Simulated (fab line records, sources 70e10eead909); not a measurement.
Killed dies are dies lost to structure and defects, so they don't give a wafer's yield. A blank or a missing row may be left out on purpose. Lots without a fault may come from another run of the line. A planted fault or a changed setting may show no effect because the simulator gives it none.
A struck lot beside a sound one | flow nand_harc | 18 steps out of a route of 1302
Sound: wafers L258.3, L258.5, L258.6. Struck: wafers L264.1, L264.3, L264.4. The cause comes at the end.
At each step with rows: each side's tool, then ch and its chambers, then its first start. Under that, the readings that differ: sound wafers | struck wafers | difference of the means | sigmas: that difference in standard deviations of wafers without a fault.
alike: readings whose means differ by less than 2 such deviations, and words and numbers that are the same on both sides. not compared: withheld readings, readings that some wafer has no value for, bounds like >300 that may hide the same value, and numbers for which the record gives no deviation and whose values overlap.
The two part at a step that has a row with sigmas, a row that says differs or no value, or rows on one side only. Numbers that don't overlap but have no deviation are shown without sigmas and don't part them. A reading that every wafer of one side lacks parts them only if that side has two wafers or more.

first, 2 steps without rows for these wafers: NHARC_P_STI_SRD_39; NHARC_P_STI_OXIDE_40 (material SiO2, target thk 10 nm, ox time 1362 s).
NHARC_P_STI_INSPECT_25:
  sound on defect_inspect-01, day 4 20:08; struck on defect_inspect-01, day 7 14:52
  reading          | sound       | struck      | difference | sigmas
  raw_defect_count | 197 283 227 | 564 541 479 | +292       | +3
then, 9 steps without rows for these wafers: NHARC_P_GATE_ETCH_69 (etches SiO2 in dHF, target depth 14 nm); NHARC_P_GATE_PRECLEAN_70 (cleans in SC1); NHARC_P_GATE_SRD_01; NHARC_P_GATE_OXIDE_02 (material SiO2, target thk 37.5 nm, ox time 365 s); NHARC_P_GATE_DEHYDRATE_03 (time 120 s); NHARC_P_GATE_HMDS_04 (time 30 s); NHARC_P_GATE_COAT_05; NHARC_P_GATE_SOFTBAKE_06 (time 95 s); NHARC_P_GATE_EBR_07.
NHARC_P_GATE_EXPOSE_08: exposes mask P HV.
  sound on krf_scanner-03 ch 0, day 5 06:13; struck on krf_scanner-02 ch 0, day 7 23:16
  reading | sound                | struck                  | difference | sigmas
  mask    | P_HV#0 P_HV#0 P_HV#0 | P_NSD#0 P_NSD#0 P_NSD#0 | differs    |
then, 2 steps without rows for these wafers: NHARC_P_GATE_PEB_09 (peb time 85 s); NHARC_P_GATE_DEVELOP_10 (time 70 s).
NHARC_P_GATE_CD_MEAS_11: target cd 1640 nm.
  sound on cd_sem-03 ch 0, day 5 06:22; struck on cd_sem-03 ch 0, day 7 23:25
  reading    | sound                | struck | difference                    | sigmas
  cd_nm (nm) | 1638.5 1637.9 1640.8 | - - -  | no value on the struck wafers |
then, 1 step without rows for these wafers: NHARC_P_GATE_HARDBAKE_12 (time 80 s).
-- the record jumps here: 20 days lie between the struck wafers' starts before and after (it left off in module P_GATE and takes up again in module END, whose first step shown is number 1302 of the route) --
NHARC_END_SORT_01:
  the record has rows for the struck wafers here (prober-02 ch 0, day 27 23:03) and none for the sound ones

WHERE THEY PART
First at NHARC_P_STI_INSPECT_25; last, within this record, at NHARC_END_SORT_01.

WHY: what the simulator had put in
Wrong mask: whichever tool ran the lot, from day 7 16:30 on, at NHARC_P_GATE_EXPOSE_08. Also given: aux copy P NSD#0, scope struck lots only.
